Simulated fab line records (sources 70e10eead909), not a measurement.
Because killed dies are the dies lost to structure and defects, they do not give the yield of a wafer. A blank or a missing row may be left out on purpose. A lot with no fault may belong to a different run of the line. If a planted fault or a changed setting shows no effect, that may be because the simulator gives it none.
fab line records	flow nand-harc	part 1 of 2: steps 1 to 23 of 33
record: lots: 5	wafers: 15	last-day: 33
route steps=1302 shown A_BLC@1118 A_M0@1137
lots with no fault: from the same line, run without faults
start-h: hours from the record's first day to the start of the lot's first wafer shown	wait-h: hours elapsed since this lot's preceding step	" same as the row above	L1.1+2: several wafers, shown together as one row	- value missing, or start not given	* or withheld: withheld	< > ~ a bound
route shown NAME@n: names a module that has steps shown in the file, with the first one's number in the route	usual: mean and standard deviation over wafers with no fault	same: alike in all rows	chamber/n: place in a boat	sites: the reading at each site	_std_site: how widely they spread, as a standard deviation	_edge_site: inner sites' mean taken away from outer sites' mean	radius-mm: for every site, how far away it sits from the centre of the wafer	mask NAME#n: copy n	behind: the last tool/chamber to shape the wafer	hold: what put the lot on hold/how long, in hours/how the hold closed	device: the n, p or np transistor that did not switch	end of line: the same wafers' tests at the end of the route	a step given without rows: its recipe and nothing more	killed: at the first sort, the dies lost to defects and structure; wafer yield is something else	map: the dies of a wafer, with x for killed, . for not killed, _ for no die there
set.NAME: the setting that was run; set.NAME@STEP: the one run at that earlier step	model.NAME: the simulator's own value behind a step, which no gauge read
lots at selected steps of the route; one table per step, one row per wafer
services: the hour from which a tool's chamber was out of use, counted from the record's first day as start-h (under 0 if before that day), plus the number of hours and why
== steps ==
step: NHARC_A_BLC_OVL_MEAS_11
usual: overlay-x-nm: 0.2/0.74	overlay-y-nm: 0.1/0.76
lot.wafer	tool	chamber	start-h	wait-h	overlay-x-nm	overlay-y-nm
L077.4	overlay-01	-	544.50	-	0.0	-0.9
L077.5	"	-	"	"	-1.3	-0.9
L077.6	"	-	"	"	-1.4	-1.1
L081.2	overlay-01	-	614.35	-	1.1	0.2
L081.4	"	-	"	"	1.1	0.2
L081.6	"	-	"	"	0.7	0.6
L085.3	overlay-02	-	641.83	-	0.6	1.2
L085.5	"	-	"	"	0.3	0.4
L085.6	"	-	"	"	1.1	1.3
L089.1	overlay-02	-	669.41	-	1.0	0.1
L089.2	"	-	"	"	1.2	0.6
L089.5	"	-	"	"	0.8	0.2
L093.1	overlay-02	-	733.17	-	0.4	-0.4
L093.5	"	-	"	"	0.3	-0.4
L093.6	"	-	"	"	0.5	0.0
step: NHARC_A_BLC_INSPECT_12
usual: raw-defect-count: 95/35
lot.wafer	tool	chamber	start-h	wait-h	raw-defect-count
L077.4	defect-inspect-02	-	544.54	0.0	154
L077.5	"	-	"	"	148
L077.6	"	-	"	"	139
L081.2	defect-inspect-02	-	614.38	0.0	36
L081.4	"	-	"	"	38
L081.6	"	-	"	"	35
L085.3	defect-inspect-02	-	641.87	0.0	61
L085.5	"	-	"	"	76
L085.6	"	-	"	"	67
L089.1	defect-inspect-02	-	669.45	0.0	85
L089.2	"	-	"	"	85
L089.5	"	-	"	"	59
L093.1	defect-inspect-02	-	733.20	0.0	74
L093.5	"	-	"	"	93
L093.6	"	-	"	"	100
step: NHARC_A_BLC_DESCUM_15
recipe: time-s: 3	o2-flow-sccm: 200	ar-flow-sccm: 0	bias-power-w: 0	chemistry: O2
usual: drypump-motor-current-A: 5.7/0.49	o2-flow-sccm: 200.0/0.57	oes-product-au: 1.002/0.011	rf-vpp-V: 57.8/0.97	showerhead-plenum-p-Torr: 1.89/0.073	throttle-valve-pct: 11.312/0.0086
lot.wafer	tool	chamber	start-h	wait-h	drypump-motor-current-A	o2-flow-sccm	oes-product-au	rf-hours-counter-h	rf-vpp-V	showerhead-plenum-p-Torr	throttle-valve-pct
L077.4	rie-diel-10	0	544.61	0.1	6.0	200.6	0.986	12	58.4	1.87	11.315
L077.5	"	2	"	"	5.3	199.7	1.006	-	59.1	2.02	11.309
L077.6	"	3	"	"	5.9	200.0	1.000	-	56.9	1.85	11.303
L081.4	rie-diel-10	3	614.45	0.1	5.9	200.9	1.002	0	59.1	1.84	11.321
L081.2	"	1	"	"	5.1	199.9	0.994	0	56.7	1.86	11.302
L081.6	"	2	"	"	5.3	200.4	0.981	-	58.0	2.01	11.312
L085.3	rie-diel-12	0	641.95	0.1	5.1	200.2	1.024	1	57.1	1.97	11.312
L085.6	"	2	"	"	6.2	199.8	1.010	-	59.2	1.84	11.319
L085.5	"	0	"	"	5.1	199.4	1.015	-	60.0	1.97	11.310
L089.2	rie-diel-11	3	669.51	0.1	5.8	200.0	1.006	20	56.7	1.79	11.322
L089.1	"	0	"	"	6.3	198.7	0.997	17	57.1	1.85	11.315
L089.5	"	0	"	"	6.4	199.1	1.016	-	57.9	1.85	11.326
L093.1	rie-diel-11	3	733.27	0.1	5.8	200.4	0.998	36	55.9	1.79	11.304
L093.5	"	3	"	"	5.9	199.6	0.998	-	57.5	1.79	11.295
L093.6	"	0	"	"	6.3	199.8	1.006	-	56.8	1.84	11.299
step: NHARC_A_BLC_ETCH_16
recipe: target-depth-a: 390	over-etch-frac: 0.3	time-s: 65	ion-energy-ev: 80	cf4-flow-sccm: 150	ar-flow-sccm: 0	rf-w: 300	bias-w: 100	chemistry: CF4
usual: drypump-motor-current-A: 5.7/0.48	oes-product-au: 1.001/0.01	rf-vpp-V: 151.1/1.1	showerhead-plenum-p-Torr: 1.75/0.063	throttle-valve-pct: 13.283/0.0091
lot.wafer	tool	chamber	start-h	wait-h	drypump-motor-current-A	oes-product-au	rf-hours-counter-h	rf-vpp-V	showerhead-plenum-p-Torr	throttle-valve-pct
L077.4	rie-diel-10	0	544.70	0.1	6.0	0.988	12	150.8	1.73	13.293
L077.6	"	1	"	"	5.1	0.988	-	150.7	1.72	13.281
L077.5	"	2	"	"	5.3	0.990	-	150.1	1.86	13.281
L081.4	rie-diel-10	1	614.54	0.1	5.0	0.992	0	151.3	1.72	13.297
L081.2	"	2	"	"	5.3	0.986	0	153.0	1.85	13.272
L081.6	"	0	"	"	6.0	1.006	-	150.7	1.73	13.300
L085.3	rie-diel-12	0	642.04	0.1	5.1	1.012	1	152.5	1.82	13.288
L085.6	"	2	"	"	6.2	0.999	-	149.9	1.70	13.289
L085.5	"	0	"	"	5.1	1.010	-	152.1	1.82	13.299
L089.2	rie-diel-11	1	669.59	0.1	5.6	0.988	20	152.6	1.90	13.286
L089.1	"	2	"	"	5.3	1.006	23	149.4	1.68	13.288
L089.5	"	1	"	"	5.6	0.982	-	152.9	1.90	13.304
L093.1	rie-diel-11	2	733.35	0.1	5.3	1.007	40	150.7	1.67	13.269
L093.5	"	2	"	"	5.3	0.996	-	149.7	1.67	13.256
L093.6	"	3	"	"	5.8	1.005	-	150.5	1.66	13.277
step: NHARC_A_BLC_ETCH_17
recipe: target-depth-a: 3900	over-etch-frac: 0.25	time-s: 609.38	ion-energy-ev: 200	n2-flow-sccm: 150	h2-flow-sccm: 150	ar-flow-sccm: 0	rf-w: 400	bias-w: 150	chemistry: N2/H2
usual: drypump-motor-current-A: 5.8/0.47	n2-flow-sccm: 150.1/0.45	oes-product-au: 1.002/0.01	rf-vpp-V: 429.7/2.3	showerhead-plenum-p-Torr: 2.01/0.079	throttle-valve-pct: 14.171/0.01
lot.wafer	tool	chamber	start-h	wait-h	drypump-motor-current-A	n2-flow-sccm	oes-product-au	rf-hours-counter-h	rf-vpp-V	showerhead-plenum-p-Torr	throttle-valve-pct
L077.4	rie-diel-10	3	-	-	5.9	150.2	1.003	11	427.3	1.97	14.146
L077.6	"	0	"	"	6.0	150.3	0.984	-	429.6	1.99	14.183
L077.5	"	1	"	"	5.1	149.7	1.002	-	429.1	1.98	14.169
L081.4	rie-diel-10	0	-	-	6.0	150.0	1.000	0	429.0	1.99	14.164
L081.2	"	1	"	"	5.1	150.1	1.001	0	428.1	1.98	14.179
L081.6	"	0	"	"	6.0	149.9	0.993	-	427.8	1.99	14.174
L085.3	rie-diel-12	2	-	-	6.2	150.1	0.999	1	428.7	1.95	14.170
L085.6	"	0	"	"	5.1	150.3	1.014	-	433.6	2.11	14.170
L085.5	"	1	"	"	6.2	149.3	1.012	-	430.8	2.01	14.171
L089.2	rie-diel-11	2	-	-	5.3	150.6	1.013	23	426.2	1.93	14.174
L089.1	"	0	"	"	6.3	151.0	1.003	17	428.4	1.97	14.155
L089.5	"	2	"	"	5.3	150.2	1.010	-	425.3	1.93	14.173
L093.1	rie-diel-11	3	-	-	5.8	150.3	0.995	36	427.2	1.90	14.166
L093.5	"	2	"	"	5.3	149.8	0.999	-	428.6	1.92	14.173
L093.6	"	3	"	"	5.8	150.6	1.005	-	426.9	1.90	14.166
step: NHARC_A_BLC_ETCH_18
recipe: target-depth-a: 9100	c4f8-flow-sccm: 20	o2-flow-sccm: 10	ar-flow-sccm: withheld	rf-w: 600	bias-w: 1500	chemistry: C4F8/O2/Ar
usual: oes-product-au: 0.951/0.023	rf-vpp-V: 977/5.2
lot.wafer	tool	chamber	start-h	wait-h	oes-product-au	rf-hours-counter-h	rf-vpp-V
L077.4	rie-diel-10	0	-	-	0.904	12	974
L077.5	"	1	"	"	0.921	-	976
L077.6	"	2	"	"	0.921	-	986
L081.4	rie-diel-10	1	-	-	0.981	0	974
L081.2	"	3	"	"	0.968	0	973
L081.6	"	0	"	"	0.998	-	977
L085.3	rie-diel-12	2	-	-	0.962	1	972
L085.6	"	1	"	"	0.978	-	976
L085.5	"	2	"	"	0.953	-	973
L089.2	rie-diel-11	2	-	-	0.972	24	970
L089.1	"	0	"	"	0.964	18	974
L089.5	"	2	"	"	0.970	-	970
L093.1	rie-diel-11	0	-	-	0.963	35	974
L093.6	"	2	"	"	0.974	-	972
L093.5	"	3	"	"	0.962	-	970
step: NHARC_A_BLC_CD_MEAS_19
usual: cd-nm: 100.4/2.1
lot.wafer	tool	chamber	start-h	wait-h	cd-nm
L077.4	cd-sem-03	-	545.57	-	100.8
L077.5	"	-	"	"	99.8
L077.6	"	-	"	"	99.0
L081.2	cd-sem-02	-	615.42	-	97.0
L081.4	"	-	"	"	99.9
L081.6	"	-	"	"	99.3
L085.3	cd-sem-01	-	643.09	-	99.3
L085.5	"	-	"	"	101.1
L085.6	"	-	"	"	98.5
L089.1	cd-sem-03	-	670.48	-	101.1
L089.2	"	-	"	"	102.8
L089.5	"	-	"	"	105.0
L093.1	cd-sem-02	-	734.23	-	99.7
L093.5	"	-	"	"	98.3
L093.6	"	-	"	"	101.2
step: NHARC_A_BLC_STRIP_29
recipe: cf4-flow-sccm: 150	ar-flow-sccm: 0	bias-w: 0	chemistry: CF4
usual: drypump-motor-current-A: 5.8/0.51	oes-product-au: 1.002/0.011	rf-vpp-V: 59.2/0.94	showerhead-plenum-p-Torr: 1.75/0.053	throttle-valve-pct: 13.284/0.009
lot.wafer	tool	chamber	start-h	wait-h	drypump-motor-current-A	oes-product-au	rf-hours-counter-h	rf-vpp-V	showerhead-plenum-p-Torr	throttle-valve-pct
L077.4	rie-diel-12	2	545.63	0.1	6.2	0.971	5	57.9	1.70	13.277
L077.6	"	2	"	"	6.2	0.984	-	58.6	1.70	13.282
L077.5	"	3	"	"	6.5	0.979	-	60.6	1.78	13.279
L081.4	rie-diel-12	0	615.50	0.1	5.1	1.018	7	60.1	1.82	13.294
L081.2	"	2	"	"	6.2	0.992	9	58.9	1.70	13.274
L081.6	"	1	"	"	6.2	1.008	-	59.9	1.75	13.278
L085.3	rie-diel-12	0	643.16	0.1	5.1	1.019	1	59.3	1.82	13.279
L085.6	"	0	"	"	5.1	1.013	-	60.4	1.82	13.286
L085.5	"	2	"	"	6.2	0.998	-	59.1	1.70	13.273
L089.2	rie-diel-10	2	670.56	0.1	5.3	0.994	5	59.5	1.85	13.271
L089.1	"	1	"	"	5.0	0.989	6	58.2	1.72	13.283
L089.5	"	2	"	"	5.3	0.996	-	59.8	1.85	13.300
L093.1	rie-diel-10	2	734.30	0.1	5.2	0.991	10	61.2	1.85	13.286
L093.6	"	2	"	"	5.3	0.983	-	59.8	1.85	13.277
L093.5	"	3	"	"	5.9	1.003	-	60.2	1.71	13.280
step: NHARC_A_BLC_STRIP_21
recipe: o2-flow-sccm: 500	ar-flow-sccm: 0	bias-w: 0	chemistry: O2
usual: drypump-motor-current-A: 5.8/0.53	o2-flow-sccm: 499.9/1.5	oes-product-au: 1.002/0.011	rf-vpp-V: 57.7/0.99	showerhead-plenum-p-Torr: 3.51/0.11	throttle-valve-pct: 17.037/0.0094
lot.wafer	tool	chamber	start-h	wait-h	drypump-motor-current-A	o2-flow-sccm	oes-product-au	rf-hours-counter-h	rf-vpp-V	showerhead-plenum-p-Torr	throttle-valve-pct
L077.4	rie-diel-12	0	545.75	0.1	5.1	502.4	0.989	3	56.8	3.63	17.032
L077.5	"	3	"	"	6.6	497.1	0.994	-	58.4	3.56	17.039
L077.6	"	0	"	"	5.1	501.9	0.995	-	57.9	3.63	17.035
L081.4	rie-diel-12	1	615.61	0.1	6.1	500.3	1.011	9	57.7	3.49	17.051
L081.2	"	2	"	"	6.2	500.1	0.995	9	56.8	3.40	17.038
L081.6	"	0	"	"	5.1	500.1	1.022	-	58.3	3.63	17.050
L085.3	rie-diel-12	2	643.30	0.1	6.2	501.0	1.000	1	56.8	3.40	17.038
L085.6	"	1	"	"	6.2	501.5	1.004	-	59.4	3.49	17.035
L085.5	"	2	"	"	6.2	503.2	0.986	-	58.0	3.40	17.036
L089.1	rie-diel-10	2	670.66	0.1	5.2	501.3	0.977	5	57.1	3.70	17.029
L089.2	"	1	"	"	5.1	500.7	0.978	6	57.3	3.43	17.051
L089.5	"	2	"	"	5.3	501.5	0.987	-	58.6	3.70	17.048
L093.1	rie-diel-10	0	734.44	0.1	6.0	499.2	1.006	9	57.3	3.44	17.018
L093.5	"	1	"	"	5.1	502.2	1.009	-	58.5	3.43	17.040
L093.6	"	2	"	"	5.3	499.5	0.992	-	57.0	3.69	17.047
step: NHARC_A_BLC_STRIP_22
recipe: time-s: 600	temp-c: 30	chemistry: post-etch-residue-remover
lot.wafer	tool	chamber	start-h	wait-h
L077.5+4+6	wet-bench-05	7,1,3	545.89	-
L081.2+6+4	wet-bench-03	6,7,2	615.75	-
L085.5+6+3	wet-bench-05	7,0,1	643.46	-
L089.1+5+2	wet-bench-05	4,5,7	670.83	-
L093.6+1+5	wet-bench-07	5,6,2	734.56	-
step: NHARC_A_BLC_DEGAS_30
recipe: temp-c: 300	time-s: 60
usual: heater-power-w: 469/45
lot.wafer	tool	chamber	start-h	wait-h	heater-power-w
L077.4	pvd-sputter-01	-	546.18	-	419
L077.5	"	-	"	"	524
L077.6	"	-	"	"	440
L081.4	pvd-sputter-01	-	616.02	-	384
L081.2	"	-	"	"	503
L081.6	"	-	"	"	513
L085.3	pvd-sputter-01	-	643.75	-	507
L085.6	"	-	"	"	511
L085.5	"	-	"	"	429
L089.2	pvd-sputter-03	-	671.09	-	495
L089.1	"	-	"	"	496
L089.5	"	-	"	"	497
L093.1	pvd-sputter-01	-	734.84	-	442
L093.6	"	-	"	"	503
L093.5	"	-	"	"	502
step: NHARC_A_BLC_PRE_CLEAN_31
recipe: time-s: 15	bias-v: 250	gas: Ar
lot.wafer	tool	chamber	start-h	wait-h
L077.4+6+5	pvd-sputter-01	-	-	-
L081.2+4+6	pvd-sputter-01	-	-	-
L085.3+6+5	pvd-sputter-01	-	-	-
L089.2+1+5	pvd-sputter-03	-	-	-
L093.1+6+5	pvd-sputter-01	-	-	-
step: NHARC_A_BLC_PVD_32
recipe: target-thk-a: 50	chamber-pressure-pa: 5	power-w: 5000	substrate-temp-c: 200	time-s: 17.7	material: Ti
usual: throttle-valve-pct: 30.5/1.1
lot.wafer	tool	chamber	start-h	wait-h	throttle-valve-pct
L077.4	pvd-sputter-01	-	-	-	32.0
L077.5	"	-	"	"	30.6
L077.6	"	-	"	"	31.1
L081.2	pvd-sputter-01	-	-	-	30.0
L081.4	"	-	"	"	32.8
L081.6	"	-	"	"	31.3
L085.3	pvd-sputter-01	-	-	-	29.9
L085.6	"	-	"	"	31.3
L085.5	"	-	"	"	29.9
L089.2	pvd-sputter-03	-	-	-	30.1
L089.1	"	-	"	"	28.7
L089.5	"	-	"	"	29.8
L093.1	pvd-sputter-01	-	-	-	30.0
L093.6	"	-	"	"	31.1
L093.5	"	-	"	"	30.1
step: NHARC_A_BLC_ALD_23
recipe: target-thk-a: 30	pulse-time-s: 1	ald-cycles: 150	temp-c: 450	material: TiN
usual: heater-power-w: 1062/59	precursor-pulse-height-rel: 1.001/0.024
same: ald-cycles: 150
lot.wafer	tool	chamber	start-h	wait-h	heater-power-w	precursor-pulse-height-rel
L077.4	ald-metal-04	1	546.42	-	1121	0.955
L077.6	"	0	"	"	1123	1.007
L077.5	"	1	"	"	1114	1.023
L081.4	ald-metal-04	3	616.29	-	1148	1.039
L081.2	"	0	"	"	1097	1.054
L081.6	"	2	"	"	1042	0.983
L085.3	ald-metal-03	1	643.96	-	1040	0.979
L085.5	"	1	"	"	1017	1.027
L085.6	"	2	"	"	1026	1.005
L089.1	ald-metal-01	3	671.33	-	987	0.975
L089.2	"	1	"	"	1114	1.013
L089.5	"	0	"	"	1023	0.971
L093.1	ald-metal-03	2	735.11	-	1028	0.993
L093.6	"	1	"	"	1043	0.970
L093.5	"	2	"	"	1060	1.032
step: NHARC_A_BLC_CVD_24
recipe: target-thk-a: 1500	temp-c: 300	pressure-torr: 40	wf6-flow-sccm: 40	h2-flow-sccm: 1600	ar-flow-sccm: 1560	time-s: 434	material: W
usual: heater-power-w: 465/31	throttle-valve-pct: 8.03/0.24
lot.wafer	tool	chamber	start-h	wait-h	heater-power-w	throttle-valve-pct
L077.4	cvd-w-02	1	-	-	509	8.15
L077.5	"	0	"	"	442	7.58
L077.6	"	1	"	"	490	8.34
L081.2	cvd-w-02	0	-	-	447	7.68
L081.4	"	0	"	"	445	7.62
L081.6	"	1	"	"	484	8.42
L085.3	cvd-w-02	0	-	-	451	7.71
L085.5	"	1	"	"	438	8.10
L085.6	"	0	"	"	447	7.76
L089.2	cvd-w-01	1	-	-	517	8.18
L089.1	"	0	"	"	430	7.81
L089.5	"	1	"	"	501	8.00
L093.1	cvd-w-02	1	-	-	443	8.60
L093.5	"	1	"	"	441	8.19
L093.6	"	1	"	"	450	8.22
step: NHARC_A_BLC_CMP_25
recipe: t-overpolish-s: 30	target-thk-nm: 150
usual: motor-current-A: 11.6/0.92	overpolish-run-s: 30.001/0.0086	pad-life-wafers: 156/110	retaining-ring-pressure-frac: 1.000/0.0052	slurry-filter-dp-kPa: 13.52/0.14	time-to-endpoint-s: 29.7/2.5
lot.wafer	tool	chamber	start-h	wait-h	motor-current-A	overpolish-run-s	pad-life-wafers	retaining-ring-pressure-frac	slurry-filter-dp-kPa	time-to-endpoint-s
L077.4	cmp-02	2	547.21	0.3	11.5	29.990	81	1.002	13.61	26.4
L077.5	"	3	"	"	11.6	29.997	-	0.995	13.55	32.3
L077.6	"	0	"	"	11.9	30.006	-	0.996	13.38	30.7
L081.2	cmp-04	3	617.02	0.4	11.6	30.011	25	0.999	13.45	29.4
L081.4	"	1	"	"	12.9	29.990	27	0.994	13.71	29.6
L081.6	"	3	"	"	11.6	30.004	-	1.006	13.62	27.7
L085.3	cmp-02	0	644.72	0.3	12.9	29.997	43	1.003	13.42	26.6
L085.6	"	3	"	"	11.7	30.007	-	0.993	13.44	29.5
L085.5	"	0	"	"	12.1	30.000	-	1.003	13.69	25.8
L089.2	cmp-01	1	672.05	0.5	10.5	29.993	378	1.005	13.56	34.1
L089.1	"	0	"	"	11.9	29.997	381	0.999	13.67	36.1
L089.5	"	2	"	"	10.4	29.997	-	1.002	13.38	32.7
L093.1	cmp-01	1	736.30	0.8	11.0	30.012	204	1.000	13.48	28.3
L093.5	"	1	"	"	10.7	29.996	-	0.996	13.65	28.0
L093.6	"	2	"	"	10.9	30.008	-	0.991	13.34	29.7
step: NHARC_A_BLC_SRD_27
lot.wafer	tool	chamber	start-h	wait-h
L077.4+5+6	wet-bench-05	1,2,4	547.46	0.0
L081.2+4+6	wet-bench-03	1,2,3	617.33	0.1
L085.6+5+3	wet-bench-07	1,2,5	645.02	0.0
L089.2+5+1	wet-bench-05	4,7,0	672.37	0.0
L093.1+6+5	wet-bench-07	0,3,4	736.62	0.0
step: NHARC_A_BLC_INSPECT_28
usual: raw-defect-count: 541/140
lot.wafer	tool	chamber	start-h	wait-h	raw-defect-count
L077.4	defect-inspect-02	-	547.54	0.1	542
L077.5	"	-	"	"	542
L077.6	"	-	"	"	464
L081.2	defect-inspect-01	-	617.41	0.1	427
L081.4	"	-	"	"	293
L081.6	"	-	"	"	361
L085.3	defect-inspect-01	-	645.10	0.1	777
L085.5	"	-	"	"	906
L085.6	"	-	"	"	700
L089.1	defect-inspect-01	-	672.45	0.1	488
L089.2	"	-	"	"	406
L089.5	"	-	"	"	429
L093.1	defect-inspect-01	-	736.71	0.1	463
L093.5	"	-	"	"	615
L093.6	"	-	"	"	804
step: NHARC_A_M0_DEP_00
recipe: target-thk-a: 1500	target-thk-nm: 150	temp-c: withheld	pressure-torr: 5	flow-sccm: 200	rf-w: 600	material: SiOC
usual: showerhead-vpp-V: 1532/68
lot.wafer	tool	chamber	start-h	wait-h	showerhead-vpp-V
L077.6	pecvd-01	0	547.74	0.2	1459
L077.5	"	1	"	"	1510
L077.4	"	2	"	"	1512
L081.2	pecvd-01	1	617.57	0.2	1494
L081.6	"	0	"	"	1460
L081.4	"	1	"	"	1504
L085.3	pecvd-03	2	645.21	0.1	1594
L085.5	"	1	"	"	1517
L085.6	"	2	"	"	1607
L089.2	pecvd-03	1	672.52	0.1	1516
L089.1	"	0	"	"	1648
L089.5	"	0	"	"	1637
L093.1	pecvd-01	2	736.87	0.2	1488
L093.6	"	0	"	"	1437
L093.5	"	2	"	"	1497
step: NHARC_A_M0_DEHYDRATE_01
recipe: temp-c: 150	time-s: 120
lot.wafer	tool	chamber	start-h	wait-h
L077.4+5+6	litho-track-04	0	548.01	-
L081.2+4+6	litho-track-01	0	617.88	-
L085.3+5+6	litho-track-04	0	645.57	-
L089.1+2+5	litho-track-06	0	672.92	-
L093.1+5+6	litho-track-06	0	737.18	-
step: NHARC_A_M0_HMDS_02
recipe: time-s: 30
lot.wafer	tool	chamber	start-h	wait-h
L077.4+5+6	litho-track-04	0	-	-
L081.2+4+6	litho-track-01	0	-	-
L085.3+5+6	litho-track-04	0	-	-
L089.1+2+5	litho-track-06	0	-	-
L093.1+5+6	litho-track-06	0	-	-
step: NHARC_A_M0_COAT_33
recipe: temp-c: 200	time-s: 65
lot.wafer	tool	chamber	start-h	wait-h
L077.4+5+6	litho-track-04	0	-	-
L081.2+4+6	litho-track-01	0	-	-
L085.3+5+6	litho-track-04	0	-	-
L089.1+2+5	litho-track-06	0	-	-
L093.1+5+6	litho-track-06	0	-	-
step: NHARC_A_M0_COAT_03
recipe: spin-rpm: 1500	resist-thk-nm: 90
lot.wafer	tool	chamber	start-h	wait-h
L077.4+5+6	litho-track-04	0	-	-
L081.2+4+6	litho-track-01	0	-	-
L085.3+5+6	litho-track-04	0	-	-
L089.1+2+5	litho-track-06	0	-	-
L093.1+5+6	litho-track-06	0	-	-
